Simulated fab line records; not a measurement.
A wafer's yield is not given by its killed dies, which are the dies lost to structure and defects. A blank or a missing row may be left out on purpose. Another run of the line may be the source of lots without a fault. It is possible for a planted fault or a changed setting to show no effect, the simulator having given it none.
Problem report in the 8D (eight disciplines) form, filled by code / flow nand harc / the parts of the form that need people (team, actions taken, sign-off) are left out

1. THE ISSUE
VT_DECK1_MIDDLE_INNER at NHARC_END_WLT_00 reads a mean of 0.968 on 3 wafers of 1 lot; wafers without a fault read 0.885 with a standard deviation of 0.008. Measured from the usual mean, that is +10 standard deviations.
First seen on wafer L707.1, day 32 10:06, on prober-01. Wafers with a number at this step in the record: 39, from 13 lots. Rule for "out" (also "out of limits"): further than 4 standard deviations from the usual mean. The other wafers with a number count as sound.

2. WHAT IT IS; WHAT IT IS NOT
question=which readings at this step | is=VT_DECK1_MIDDLE_INNER, VT_DECK1_BOTTOM, VT_DECK1_BOTTOM_INNER, VT_DECK1_MEDIAN_NEAR_BOTTOM, VT_DECK1_MEDIAN_NEAR_BOTTOM_INNER, VT_DECK1_MIDDLE, VT_DECK1_TOP, VT_DECK1_TOP_INNER | is not=VT_DECK2_BOTTOM, VT_DECK2_BOTTOM_INNER, VT_DECK2_MEDIAN_NEAR_BOTTOM, VT_DECK2_MEDIAN_NEAR_BOTTOM_INNER, VT_DECK2_MIDDLE, VT_DECK2_MIDDLE_INNER, VT_DECK2_TOP, VT_DECK2_TOP_INNER
question=which lots | is=L707 | is not=L690, L691, L692, L695, L697, L698, L699, L700, L701, L708, L709, L713
question=which wafers of those lots | is=all that have a number | is not=-
question=read on which gauges | is=prober-01 | is not=prober-02
question=when | is=from day 32 10:06 | is not=up to then (27 sound wafers); but 9 sound wafers of L708, L709, L713 came after

3. THE SUSPECTS, EACH WITH WHAT RULES IT OUT
Counting: any tool at a process step up to the reading is kept as a suspect provided that every lot that is out went through it and no sound lot did after the first of them.
- the gauge at NHARC_END_WLT_00: kept. All the wafers that are out were read on prober-01, and no step on other tools shows them out.
- lpcvd poly-01 at NHARC_A_CHANNEL_FILL_D1_CVD_18 (deposits poly-Si, target thk 3 nm): kept. It ran the lot that is out, L707 (day 17 06:43), and no sound lot after that; its last sound lot up to then is L701 (day 14 16:09).
- pecvd-01 at NHARC_THIN_TSV_DEP_43 (deposits SiO2, target thk 1328.5 nm): ruled out as a lasting fault. Sound lots L708 ran on it after its first lot that is out, L707 (day 31 17:31).
- cmp-04 at NHARC_THIN_TSV_CMP_21 (polishes, t overpolish 30 s, target thk 2000 nm): kept. It ran the lot that is out, L707 (day 31 22:38), and no sound lot after that; its last sound lot up to then is L701 (day 28 16:23).
After the count, these remain: lpcvd poly-01 at NHARC_A_CHANNEL_FILL_D1_CVD_18, cmp-04 at NHARC_THIN_TSV_CMP_21 and prober-01 at NHARC_END_WLT_00.

4. THE CAUSE (what the simulator had put in)
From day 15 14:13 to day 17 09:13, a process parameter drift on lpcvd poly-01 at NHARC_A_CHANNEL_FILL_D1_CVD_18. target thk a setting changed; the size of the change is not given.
Of the 3 suspects that counting leaves, this tool is one.

5. THE EFFECT CHAIN, in route order
Each row: a reading whose mean over the struck wafers that have a number lies more than 3 standard deviations from the usual. Only readings for which the record gives a usual standard deviation are gone through. hours: the time from each lot's start at the first step in this table that gives one to its start at this step, as a median over the lots. sigmas: the change in usual standard deviations.
hours=0; step=NHARC_END_WLT_00; reading=VT_DECK1_BOTTOM; usual=0.872; on struck wafers=0.945; change=+0.073; sigmas=+9.1
hours=0; step=NHARC_END_WLT_00; reading=VT_DECK1_BOTTOM_INNER; usual=0.872; on struck wafers=0.947; change=+0.075; sigmas=+9.0
hours=0; step=NHARC_END_WLT_00; reading=VT_DECK1_MEDIAN_NEAR_BOTTOM; usual=0.873; on struck wafers=0.944; change=+0.071; sigmas=+8.7
hours=0; step=NHARC_END_WLT_00; reading=VT_DECK1_MEDIAN_NEAR_BOTTOM_INNER; usual=0.874; on struck wafers=0.947; change=+0.073; sigmas=+9.1
hours=0; step=NHARC_END_WLT_00; reading=VT_DECK1_MIDDLE; usual=0.885; on struck wafers=0.959; change=+0.074; sigmas=+9.1
hours=0; step=NHARC_END_WLT_00; reading=VT_DECK1_MIDDLE_INNER; usual=0.885; on struck wafers=0.968; change=+0.083; sigmas=+10
hours=0; step=NHARC_END_WLT_00; reading=VT_DECK1_TOP; usual=0.896; on struck wafers=0.978; change=+0.082; sigmas=+10
hours=0; step=NHARC_END_WLT_00; reading=VT_DECK1_TOP_INNER; usual=0.897; on struck wafers=0.977; change=+0.080; sigmas=+9.9

6. HOW IT WOULD HAVE BEEN CAUGHT EARLIER
Counted from the fault's start at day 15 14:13, it took 404 hours until the first out-of-limits reading at a measuring or inspecting step in this record, taken at day 32 10:06.
Of the tool readings at NHARC_A_CHANNEL_FILL_D1_CVD_18 for which the record gives a usual standard deviation, none was out on any struck wafer, so an alarm limit of 4 standard deviations on them would not have fired.
The start of NHARC_A_CHANNEL_FILL_D1_CVD_18 on lpcvd poly-01 came by day 32 10:06 for every one of the lots that are out (1). Tool hold at that time: it would have spared none of them.
